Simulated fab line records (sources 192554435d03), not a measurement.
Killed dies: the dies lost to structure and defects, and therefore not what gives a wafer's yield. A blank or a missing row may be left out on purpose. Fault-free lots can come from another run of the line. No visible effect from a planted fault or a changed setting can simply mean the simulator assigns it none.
Which tool is to blame? :: flow n5 finfet :: 10 lots, 26 wafers sampled, at 5 steps of a route of 1938

## WHAT THE GAUGES SHOWED, per wafer
N5_BEOL_M4_RC_MEAS_101. Usual: DIBL_N 37.0 mV/V, standard deviation 2.3; DIBL_P 37.3 mV/V, standard deviation 2.8; IOFF_N 0.17 nA/um, standard deviation 0.046; IOFF_P 0.23 nA/um, standard deviation 0.054; ION_N 675 uA/um, standard deviation 14; ION_P 460 uA/um, standard deviation 9.3; SS_N 71.7 mV/dec, standard deviation 0.73; SS_P 73.6 mV/dec, standard deviation 0.95; VT_N 249 mV, standard deviation 3.9; VT_P -250 mV, standard deviation 3.9.
lot: L469
measured: day 8 05:23
on: prober-02
DIBL_N (mV/V): 39.7 36.8 33.8
DIBL_P (mV/V): 40.0 37.0 34.2
IOFF_N (nA/um): 0.23 0.16 0.13
IOFF_P (nA/um): 0.29 0.21 0.18
ION_N (uA/um): 673 670 662
ION_P (uA/um): 460 462 458
SS_N (mV/dec): 72.5 71.8 71.0
SS_P (mV/dec): 74.6 74.2 72.5
VT_N (mV): 247 250 250
VT_P (mV): -249 -252 -252
flag: 

lot: L471
measured: day 9 01:54
on: prober-01
DIBL_N (mV/V): 36.7 36.7 36.5
DIBL_P (mV/V): 38.7 36.8 38.3
IOFF_N (nA/um): 0.17 0.16 0.16
IOFF_P (nA/um): 0.26 0.21 0.25
ION_N (uA/um): 681 671 679
ION_P (uA/um): 475 459 473
SS_N (mV/dec): 70.8 71.5 71.2
SS_P (mV/dec): 74.1 72.5 73.6
VT_N (mV): 248 251 251
VT_P (mV): -247 -251 -247
flag: 

lot: L472
measured: day 9 09:13
on: prober-01
DIBL_N (mV/V): 36.5 34.8 40.1
DIBL_P (mV/V): 38.2 36.0 43.2
IOFF_N (nA/um): 0.19 0.14 0.28
IOFF_P (nA/um): 0.25 0.21 0.37
ION_N (uA/um): 691 653 701
ION_P (uA/um): 469 455 483
SS_N (mV/dec): 72.1 71.9 72.7
SS_P (mV/dec): 73.1 71.4 74.5
VT_N (mV): 246 251 242
VT_P (mV): -247 -248 -242
flag: 

lot: L476
measured: day 10 06:52
on: prober-02
DIBL_N (mV/V): 35.7 41.2
DIBL_P (mV/V): 35.0 42.4
IOFF_N (nA/um): 0.15 0.27
IOFF_P (nA/um): 0.23 0.37
ION_N (uA/um): 677 700
ION_P (uA/um): 468 473
SS_N (mV/dec): 71.5 73.1
SS_P (mV/dec): 73.0 74.4
VT_N (mV): 250 244
VT_P (mV): -246 -243
flag: 

lot: L478
measured: day 10 19:25
on: prober-01
DIBL_N (mV/V): 37.4
DIBL_P (mV/V): 35.9
IOFF_N (nA/um): 0.17
IOFF_P (nA/um): 0.19
ION_N (uA/um): 670
ION_P (uA/um): 458
SS_N (mV/dec): 71.4
SS_P (mV/dec): 73.9
VT_N (mV): 247
VT_P (mV): -251
flag: 

lot: L481
measured: day 12 16:50
on: prober-01
DIBL_N (mV/V): 34.0
DIBL_P (mV/V): 32.0
IOFF_N (nA/um): 0.10
IOFF_P (nA/um): 0.16
ION_N (uA/um): 656
ION_P (uA/um): 456
SS_N (mV/dec): 70.8
SS_P (mV/dec): 72.3
VT_N (mV): 256
VT_P (mV): -253
flag: 

lot: L485
measured: day 12 22:43
on: prober-01
DIBL_N (mV/V): 32.3 36.5 32.7
DIBL_P (mV/V): 33.6 38.5 34.1
IOFF_N (nA/um): 0.11 0.18 0.12
IOFF_P (nA/um): 0.14 0.20 0.14
ION_N (uA/um): 657 679 663
ION_P (uA/um): 445 458 449
SS_N (mV/dec): 71.2 72.3 71.1
SS_P (mV/dec): 72.2 73.7 72.2
VT_N (mV): 256 249 254
VT_P (mV): -257 -252 -258
flag: 

lot: L487
measured: day 13 14:05
on: prober-01
DIBL_N (mV/V): 38.3 36.8 37.2
DIBL_P (mV/V): 39.4 38.0 38.0
IOFF_N (nA/um): 0.20 0.17 0.18
IOFF_P (nA/um): 0.24 0.21 0.22
ION_N (uA/um): 673 671 666
ION_P (uA/um): 456 455 455
SS_N (mV/dec): 71.8 72.3 71.8
SS_P (mV/dec): 73.6 72.9 73.7
VT_N (mV): 247 250 248
VT_P (mV): -251 -252 -250
flag: 

lot: L488
measured: day 13 20:28
on: prober-01
DIBL_N (mV/V): 37.8 38.4 40.4
DIBL_P (mV/V): 36.6 36.6 38.7
IOFF_N (nA/um): 0.16 0.16 0.22
IOFF_P (nA/um): 0.20 0.21 0.24
ION_N (uA/um): 677 656 668
ION_P (uA/um): 459 444 451
SS_N (mV/dec): 71.3 71.8 72.2
SS_P (mV/dec): 73.3 72.9 73.2
VT_N (mV): 250 253 247
VT_P (mV): -256 -252 -253
flag: 

## EACH LOT AND THE TOOL THAT RAN IT (in order: tool; ch and the chambers of the sampled wafers; start)
lot: L469
N5_PMOS_HMC_CHANNEL_EPI_DESCUM_14: rie diel-06 ch 0,2,3, day 2 06:05
N5_FIN_SAQP_ALD_61: ald sin-04 ch 0,1,2, day 2 09:26
N5_FIN_SAQP_PECVD_06: pecvd-03 ch 0,1,2, day 2 10:10
N5_FIN_SAQP_ETCH_52: rie diel-05 ch 0,1,2, day 2 11:13

lot: L471
N5_PMOS_HMC_CHANNEL_EPI_DESCUM_14: rie diel-06 ch 0,1,3, day 2 17:17
N5_FIN_SAQP_ALD_61: ald sin-04 ch 1,2,3, day 2 20:14
N5_FIN_SAQP_PECVD_06: pecvd-03 ch 0,2, day 2 20:53
N5_FIN_SAQP_ETCH_52: rie diel-01 ch 1,2,3, day 2 21:42

lot: L472
N5_PMOS_HMC_CHANNEL_EPI_DESCUM_14: rie diel-02 ch 1,2,3, day 3 00:01
N5_FIN_SAQP_ALD_61: ald sin-03 ch 0,1,3, day 3 03:16
N5_FIN_SAQP_PECVD_06: pecvd-03 ch 0,1,2, day 3 04:01
N5_FIN_SAQP_ETCH_52: rie diel-03 ch 0,2,3, day 3 05:19

lot: L476
N5_PMOS_HMC_CHANNEL_EPI_DESCUM_14: rie diel-02 ch 1,2, day 3 23:25
N5_FIN_SAQP_ALD_61: ald sin-04 ch 2,3, day 4 02:34
N5_FIN_SAQP_PECVD_06: pecvd-03 ch 0,2, day 4 03:09
N5_FIN_SAQP_ETCH_52: rie diel-01 ch 2,3, day 4 03:48

lot: L478
N5_PMOS_HMC_CHANNEL_EPI_DESCUM_14: rie diel-02 ch 0,3, day 4 12:03
N5_FIN_SAQP_ALD_61: ald sin-04 ch 0,3, day 4 15:37
N5_FIN_SAQP_PECVD_06: pecvd-03 ch 1, day 4 16:55
N5_FIN_SAQP_ETCH_52: rie diel-01 ch 1,2, day 4 17:40

lot: L479
N5_PMOS_HMC_CHANNEL_EPI_DESCUM_14: rie diel-06 ch 2,3, day 4 18:25
N5_FIN_SAQP_ALD_61: ald sin-04 ch 1,3, day 4 21:23
N5_FIN_SAQP_PECVD_06: pecvd-03 ch 0,2, day 4 22:01
N5_FIN_SAQP_ETCH_52: rie diel-05 ch 2,3, day 4 22:39

lot: L481
N5_PMOS_HMC_CHANNEL_EPI_DESCUM_14: rie diel-06 ch 0,1, day 5 05:26
N5_FIN_SAQP_ALD_61: ald sin-04 ch 0,3, day 5 08:42
N5_FIN_SAQP_PECVD_06: pecvd-01 ch 0,2, day 5 09:20
N5_FIN_SAQP_ETCH_52: rie diel-01 ch 2,3, day 5 10:05

lot: L485
N5_PMOS_HMC_CHANNEL_EPI_DESCUM_14: rie diel-06 ch 0,2, day 6 05:31
N5_FIN_SAQP_ALD_61: ald sin-03 ch 2,3, day 6 08:23
N5_FIN_SAQP_PECVD_06: pecvd-03 ch 0,1, day 6 09:05
N5_FIN_SAQP_ETCH_52: rie diel-01 ch 1,3, day 6 09:43

lot: L487
N5_PMOS_HMC_CHANNEL_EPI_DESCUM_14: rie diel-02 ch 1,2,3, day 6 18:21
N5_FIN_SAQP_ALD_61: ald sin-02 ch 0,2,3, day 6 21:35
N5_FIN_SAQP_PECVD_06: pecvd-02 ch 0,2, day 6 22:20
N5_FIN_SAQP_ETCH_52: rie diel-05 ch 0,1,3, day 6 23:06

lot: L488
N5_PMOS_HMC_CHANNEL_EPI_DESCUM_14: rie diel-02 ch 1,2,3, day 6 23:37
N5_FIN_SAQP_ALD_61: ald sin-02 ch 0,2,3, day 7 02:28
N5_FIN_SAQP_PECVD_06: pecvd-02 ch 0,2, day 7 03:05
N5_FIN_SAQP_ETCH_52: rie diel-05 ch 0,1, day 7 03:51
- N5_PMOS_HMC_CHANNEL_EPI_DESCUM_14: chemistry O2, time 7.9 s.
- N5_FIN_SAQP_ALD_61: deposits SiO2, target thk 4 nm, pulse time 1 s, purge time 2 s.
- N5_FIN_SAQP_PECVD_06: deposits a-Si from SiH4/He, target thk 60 nm, time 48.1 s.
- N5_FIN_SAQP_ETCH_52: etches SOC in N2/H2, target depth 100 nm, overetch 20 nm, time 150 s.

## AS READ BY THE TOOLS THEMSELVES (means over the sampled wafers that have a number; for cases with no such wafer, the mark the record gives instead)
N5_PMOS_HMC_CHANNEL_EPI_DESCUM_14. Usual: drypump motor current A 5.8 A, standard deviation 0.53; oes product au 0.77 a.u., standard deviation 0.079; rf vpp V 243.3 V, standard deviation 1.4; showerhead plenum p Torr 2.10 Torr, standard deviation 0.07; throttle valve pct 20.3 %, standard deviation 0.3.
lot: L469
tool: rie diel-06
drypump motor current A (A): 5.8
oes product au (a.u.): 0.73
rf vpp V (V): 242.8
showerhead plenum p Torr (Torr): 2.09
throttle valve pct (%): 20.6
flag: 

lot: L471
tool: rie diel-06
drypump motor current A (A): 5.5
oes product au (a.u.): 0.82
rf vpp V (V): 242.4
showerhead plenum p Torr (Torr): 2.12
throttle valve pct (%): 20.3
flag: 

lot: L472
tool: rie diel-02
drypump motor current A (A): 5.9
oes product au (a.u.): 0.75
rf vpp V (V): 242.4
showerhead plenum p Torr (Torr): 2.08
throttle valve pct (%): 20.3
flag: 

lot: L476
tool: rie diel-02
drypump motor current A (A): 5.7
oes product au (a.u.): 0.75
rf vpp V (V): 242.8
showerhead plenum p Torr (Torr): 2.10
throttle valve pct (%): 20.4
flag: 

lot: L478
tool: rie diel-02
drypump motor current A (A): 6.4
oes product au (a.u.): 0.72
rf vpp V (V): 243.3
showerhead plenum p Torr (Torr): 2.11
throttle valve pct (%): 20.3
flag: 

lot: L479
tool: rie diel-06
drypump motor current A (A): 5.7
oes product au (a.u.): 0.86
rf vpp V (V): 242.8
showerhead plenum p Torr (Torr): 2.02
throttle valve pct (%): 20.4
flag: 

lot: L481
tool: rie diel-06
drypump motor current A (A): 5.7
oes product au (a.u.): 0.81
rf vpp V (V): 244.2
showerhead plenum p Torr (Torr): 2.16
throttle valve pct (%): 20.2
flag: 

lot: L485
tool: rie diel-06
drypump motor current A (A): 6.1
oes product au (a.u.): 0.86
rf vpp V (V): 242.5
showerhead plenum p Torr (Torr): 2.08
throttle valve pct (%): 20.5
flag: 

lot: L487
tool: rie diel-02
drypump motor current A (A): 6.0
oes product au (a.u.): 0.72
rf vpp V (V): 242.4
showerhead plenum p Torr (Torr): 2.07
throttle valve pct (%): 20.3
flag: 

lot: L488
tool: rie diel-02
drypump motor current A (A): 6.0
oes product au (a.u.): 0.72
rf vpp V (V): 243.2
showerhead plenum p Torr (Torr): 2.07
throttle valve pct (%): 20.3
flag: 

N5_FIN_SAQP_ALD_61. Usual: heater power w 483 W, standard deviation 40; precursor pulse height rel 0.999, standard deviation 0.019.
lot: L469
tool: ald sin-04
heater power w (W): 453
precursor pulse height rel: 0.995
flag: 

lot: L471
tool: ald sin-04
heater power w (W): 465
precursor pulse height rel: 0.998
flag: 

lot: L472
tool: ald sin-03
heater power w (W): 467
precursor pulse height rel: 0.983
flag: 

lot: L476
tool: ald sin-04
heater power w (W): 481
precursor pulse height rel: 0.993
flag: 

lot: L478
tool: ald sin-04
heater power w (W): 505
precursor pulse height rel: 1.013
flag: 

lot: L479
tool: ald sin-04
heater power w (W): 515
precursor pulse height rel: 0.979
flag: 

lot: L481
tool: ald sin-04
heater power w (W): 508
precursor pulse height rel: 1.016
flag: 

lot: L485
tool: ald sin-03
heater power w (W): 529
precursor pulse height rel: 1.014
flag: 

lot: L487
tool: ald sin-02
heater power w (W): 488
precursor pulse height rel: 0.981
flag: 

lot: L488
tool: ald sin-02
heater power w (W): 491
precursor pulse height rel: 1.002
flag: 

N5_FIN_SAQP_PECVD_06. Usual: heater power w 853 W, standard deviation 75; showerhead plenum p Torr 5.66 Torr, standard deviation 0.049; showerhead vpp V 608 V, standard deviation 22; throttle valve pct 18.3 %, standard deviation 0.61.
lot: L469
tool: pecvd-03
heater power w (W): 850
showerhead plenum p Torr (Torr): 5.65
showerhead vpp V (V): 598
throttle valve pct (%): 18.1
flag: 

lot: L471
tool: pecvd-03
heater power w (W): 831
showerhead plenum p Torr (Torr): 5.63
showerhead vpp V (V): 590
throttle valve pct (%): 18.1
flag: 

lot: L472
tool: pecvd-03
heater power w (W): 852
showerhead plenum p Torr (Torr): 5.65
showerhead vpp V (V): 598
throttle valve pct (%): 18.1
flag: 

lot: L476
tool: pecvd-03
heater power w (W): 810
showerhead plenum p Torr (Torr): 5.63
showerhead vpp V (V): 591
throttle valve pct (%): 17.9
flag: 

lot: L478
tool: pecvd-03
heater power w (W): 948
showerhead plenum p Torr (Torr): 5.69
showerhead vpp V (V): 604
throttle valve pct (%): 18.6
flag: 

lot: L479
tool: pecvd-03
heater power w (W): 835
showerhead plenum p Torr (Torr): 5.63
showerhead vpp V (V): 596
throttle valve pct (%): 18.1
flag: 

lot: L481
tool: pecvd-01
heater power w (W): 802
showerhead plenum p Torr (Torr): 5.63
showerhead vpp V (V): 594
throttle valve pct (%): 18.9
flag: 

lot: L485
tool: pecvd-03
heater power w (W): 772
showerhead plenum p Torr (Torr): 5.66
showerhead vpp V (V): 611
throttle valve pct (%): 17.8
flag: 

lot: L487
tool: pecvd-02
heater power w (W): 970
showerhead plenum p Torr (Torr): 5.67
showerhead vpp V (V): 619
throttle valve pct (%): 17.8
flag: 

lot: L488
tool: pecvd-02
heater power w (W): 854
showerhead plenum p Torr (Torr): 5.72
showerhead vpp V (V): 621
throttle valve pct (%): 17.9
flag: 

N5_FIN_SAQP_ETCH_52. Usual: drypump motor current A 5.6 A, standard deviation 0.49; oes product au 0.66 a.u., standard deviation 0.046; rf vpp V 524.0 V, standard deviation 2.5; showerhead plenum p Torr 2.54 Torr, standard deviation 0.087; throttle valve pct 17.78 %, standard deviation 0.22.
lot: L469
tool: rie diel-05
drypump motor current A (A): 5.6
oes product au (a.u.): 0.68
rf vpp V (V): 522.6
showerhead plenum p Torr (Torr): 2.50
throttle valve pct (%): 17.74
flag: 

lot: L471
tool: rie diel-01
drypump motor current A (A): 5.7
oes product au (a.u.): 0.65
rf vpp V (V): 523.7
showerhead plenum p Torr (Torr): 2.52
throttle valve pct (%): 17.74
flag: 

lot: L472
tool: rie diel-03
drypump motor current A (A): 5.5
oes product au (a.u.): 0.67
rf vpp V (V): 521.3
showerhead plenum p Torr (Torr): 2.46
throttle valve pct (%): 17.91
flag: 

lot: L476
tool: rie diel-01
drypump motor current A (A): 5.7
oes product au (a.u.): 0.62
rf vpp V (V): 521.2
showerhead plenum p Torr (Torr): 2.46
throttle valve pct (%): 17.71
flag: 

lot: L478
tool: rie diel-01
drypump motor current A (A): 5.7
oes product au (a.u.): 0.65
rf vpp V (V): 523.5
showerhead plenum p Torr (Torr): 2.52
throttle valve pct (%): 17.74
flag: 

lot: L479
tool: rie diel-05
drypump motor current A (A): 5.5
oes product au (a.u.): 0.66
rf vpp V (V): 523.3
showerhead plenum p Torr (Torr): 2.54
throttle valve pct (%): 17.98
flag: 

lot: L481
tool: rie diel-01
drypump motor current A (A): 5.6
oes product au (a.u.): 0.61
rf vpp V (V): 520.5
showerhead plenum p Torr (Torr): 2.45
throttle valve pct (%): 17.75
flag: 

lot: L485
tool: rie diel-01
drypump motor current A (A): 5.8
oes product au (a.u.): 0.63
rf vpp V (V): 525.9
showerhead plenum p Torr (Torr): 2.59
throttle valve pct (%): 17.85
flag: 

lot: L487
tool: rie diel-05
drypump motor current A (A): 5.1
oes product au (a.u.): 0.65
rf vpp V (V): 524.0
showerhead plenum p Torr (Torr): 2.56
throttle valve pct (%): 17.67
flag: 

lot: L488
tool: rie diel-05
drypump motor current A (A): 5.3
oes product au (a.u.): 0.66
rf vpp V (V): 523.6
showerhead plenum p Torr (Torr): 2.52
throttle valve pct (%): 17.56
flag: 

## THE ANSWER, worked out from the rows above alone
Rule: a lot is off if the mean of its wafers that have a number lies more than 3 standard deviations from the usual mean. A lot without any number at a reading at which 4 lots or more have one is off too. The other lots that the step has rows for count as sound. Order of review: gauges by route order, followed by the tools' own readings, for which a lot's mean as printed above is used. The first step at which some lot is off is used, and at that step the reading that is off furthest; a lot without a number counts as furthest.
No lot is off at any reading shown: from this, nothing can be told.

## WHAT WAS PUT IN BY THE SIMULATOR
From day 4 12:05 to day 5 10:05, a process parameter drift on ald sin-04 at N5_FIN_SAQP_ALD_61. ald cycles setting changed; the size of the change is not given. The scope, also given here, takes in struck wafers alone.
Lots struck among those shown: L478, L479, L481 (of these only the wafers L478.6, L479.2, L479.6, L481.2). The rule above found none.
